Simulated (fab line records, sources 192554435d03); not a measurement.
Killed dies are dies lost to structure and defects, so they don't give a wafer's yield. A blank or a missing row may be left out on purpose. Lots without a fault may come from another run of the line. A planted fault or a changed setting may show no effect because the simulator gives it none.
Chamber matching | flow n5_finfet | N5_BEOL_M2_ALD_98 on ald_sin-04: 4 sister chambers
The step deposits SiO2, target thk 2.5 nm, pulse time 1 s, co reactant pulse time 1 s. 8 wafers are shown with their chamber, then 12 later ones without.

WAFERS WITH THEIR CHAMBER
wafer  | chamber | heater_power_outer_w (W) | heater_power_w (W)
L085.1 | 3       | 31                       | 63
L085.6 | 0       | 32                       | 64
L086.1 | 0       | 33                       | 63
L086.2 | 2       | 36                       | 73
L086.3 | 1       | 39                       | 81
L088.1 | 2       | 36                       | 73
L088.3 | 1       | 38                       | 79
L088.5 | 3       | 30                       | 61

WAFERS WITHOUT THEIR CHAMBER
wafer  | heater_power_outer_w (W) | heater_power_w (W)
L090.1 | 38                       | 79
L090.2 | 31                       | 62
L090.6 | 33                       | 64
L089.2 | 39                       | 78
L089.3 | 30                       | 63
L089.6 | 31                       | 64
L092.2 | 31                       | 63
L092.4 | 36                       | 71
L092.6 | 35                       | 72
L094.2 | 31                       | 63
L094.3 | 31                       | 64
L094.5 | 31                       | 62

WHICH CHAMBER EACH WENT THROUGH
wafer  | from the rows above     | in truth
L090.1 | 1                       | 1
L090.2 | 3                       | 3
L090.6 | 0                       | 0
L089.2 | 1                       | 1
L089.3 | 3                       | 3
L089.6 | can't be placed: 3 or 0 | 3
L092.2 | can't be placed: 3 or 0 | 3
L092.4 | 2                       | 2
L092.6 | 2                       | 2
L094.2 | can't be placed: 3 or 0 | 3
L094.3 | can't be placed: 3 or 0 | 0
L094.5 | 3                       | 3
Placed correctly: 8 of 12. Can't be placed from these rows: 4 (the true chamber is among the candidates in 4). Placed wrongly: 0.
How it was worked out, from the rows above alone: a wafer's distance from a chamber is the root of the sum, over the readings, of the square of ((its reading less the chamber's mean) divided by the reading's scatter). The wafer belongs to the nearest chamber; if the next one is less than 2 further off, it can't be placed. A chamber's mean is the mean of its shown wafers. The scatter: the root of (the sum of the squares of (reading less its chamber's mean) over the shown wafers, divided by (wafers less chambers)).
